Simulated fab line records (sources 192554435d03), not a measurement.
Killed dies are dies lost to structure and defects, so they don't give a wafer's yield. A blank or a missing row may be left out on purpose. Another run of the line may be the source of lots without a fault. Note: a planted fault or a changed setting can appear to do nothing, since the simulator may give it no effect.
Lot-split experiment | flow n5Finfet | 21 wafers read across 7 lots, on a route 1938 steps long

== SPLIT DETAILS ==
At N5_BEOL_M15_EXPOSE_25 (exposes mask M15, target cd 400 nm), the setting doseMj was moved away from the recipe's 35.5 on 6 of the 21 wafers read, by -5.9% to +6.2%. The other wafers ran this setting at the recipe's value.

== FROM THE SPLIT TO THE READING: what the file shows between them, 3 steps ==
- N5_BEOL_M15_PEB_26: peb time 90 s
- N5_BEOL_M15_DEVELOP_27: develop time 45 s
- N5_BEOL_M15_HARDBAKE_32: time 120 s

== THE READING ==
cdNm at N5_BEOL_M15_CD_MEAS_28, given in nm (cd target 407.6 nm). A value of 407.3 nm with a standard deviation of 1.8 nm is what fault-free wafers of this fab line usually give.

wafer  | tool, chamber at the split | doseMj as run | against the recipe | cdNm, nm | against lot-mates on the recipe
L076.1 | krfScanner-02, 0           | 37.07         | +4.4%              | 414.1    | +5.8
L076.2 | krfScanner-02, 0           | 37.07         | +4.4%              | 412.7    | +4.4
L076.4 | krfScanner-02, 0           | 35.5          | recipe             | 408.3    | -
L083.1 | krfScanner-01, 0           | 33.41         | -5.9%              | 399.4    | -8.3
L083.3 | krfScanner-01, 0           | 35.5          | recipe             | 407.6    | -
L083.4 | krfScanner-01, 0           | 35.5          | recipe             | 407.8    | -
L088.3 | krfScanner-02, 0           | 36.71         | +3.4%              | 412.6    | +4.5
L088.5 | krfScanner-02, 0           | 35.5          | recipe             | 407.0    | -
L088.6 | krfScanner-02, 0           | 35.5          | recipe             | 409.2    | -
L089.1 | krfScanner-01, 0           | 35.5          | recipe             | 407.5    | -
L089.2 | krfScanner-01, 0           | 35.5          | recipe             | 408.6    | -
L089.5 | krfScanner-01, 0           | 35.5          | recipe             | 407.5    | -
L090.1 | krfScanner-01, 0           | 37.69         | +6.2%              | 415.3    | +9.9
L090.3 | krfScanner-01, 0           | 35.5          | recipe             | 406.9    | -
L090.4 | krfScanner-01, 0           | 35.5          | recipe             | 403.8    | -
L093.1 | krfScanner-02, 0           | 35.5          | recipe             | 407.4    | -
L093.3 | krfScanner-02, 0           | 35.5          | recipe             | 408.2    | -
L093.5 | krfScanner-02, 0           | 35.5          | recipe             | 409.1    | -
L096.1 | krfScanner-01, 0           | 35.5          | recipe             | 405.4    | -
L096.2 | krfScanner-01, 0           | 35.5          | recipe             | 404.3    | -
L096.3 | krfScanner-01, 0           | 36.22         | +2.0%              | 407.0    | +2.1

FIT RESULTS
A straight line over all 21 wafers: cdNm changes by +1.33 nm for each +1% of doseMj; r = +0.90; the points scatter about the line by 1.6 nm.
The same after taking each lot's own level away (the mean of its wafers on the recipe; 21 wafers): +1.38 nm for each +1%; r = +0.97; scatter 0.9 nm.
That fit puts the effect of the largest move of doseMj on the reading at 8.5 nm.
Measured against the standard deviation above, the lots' own levels, which go from 404.85 to 408.30 nm, span 1.9 times it.
The two slopes agree, so the slope changes little with the lot-to-lot level.
Check: +7.79 nm against its lot-mates is what the line predicts for one of the wafers moved furthest among these (+6.2%) when that wafer is left out of the fit. It came out at +9.95 nm against them.

== THESE WAFERS: OTHER SPLITS ==
Before the reading, these wafers also passed through other splits. Each is held against what the fit with the lots' levels taken away leaves over:
other split on the same wafers   | wafers away from the commonest value | r with cdNm (lot level and that fit taken away)
N5_BEOL_M14_TRENCH_ETCH_34 biasW | 9                                    | +0.03
N5_BEOL_M15_COAT_56 spinRpm      | 6                                    | +0.23

== THE WHOLE CHAIN: every reading that the file lists as answering this split, in the file's order ==
step                   | what it does                                                            | reading                                                        | change (the file's fit)              | r (the file's)
N5_BEOL_M15_CD_MEAS_28 | target cd 407.6 nm                                                      | cdNm                                                           | +1.41 nm for each +1% of the setting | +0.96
N5_BEOL_M15_DESCUM_33  | chemistry O2, time 7.9 s                                                | BEOL_M15.cdNm (the simulator's own value, which no gauge read) | +1.39 nm for each +1% of the setting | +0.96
N5_BEOL_M15_ETCH_61    | etches BARC in N2/H2, target depth 89 nm, overetch 26.7 nm, time 67.9 s | BEOL_M15.cdNm (the simulator's own value, which no gauge read) | +1.52 nm for each +1% of the setting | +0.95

== THE FILE'S OWN FIT ==
cdNm changes by +1.41 nm for each +1% of doseMj, r = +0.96.
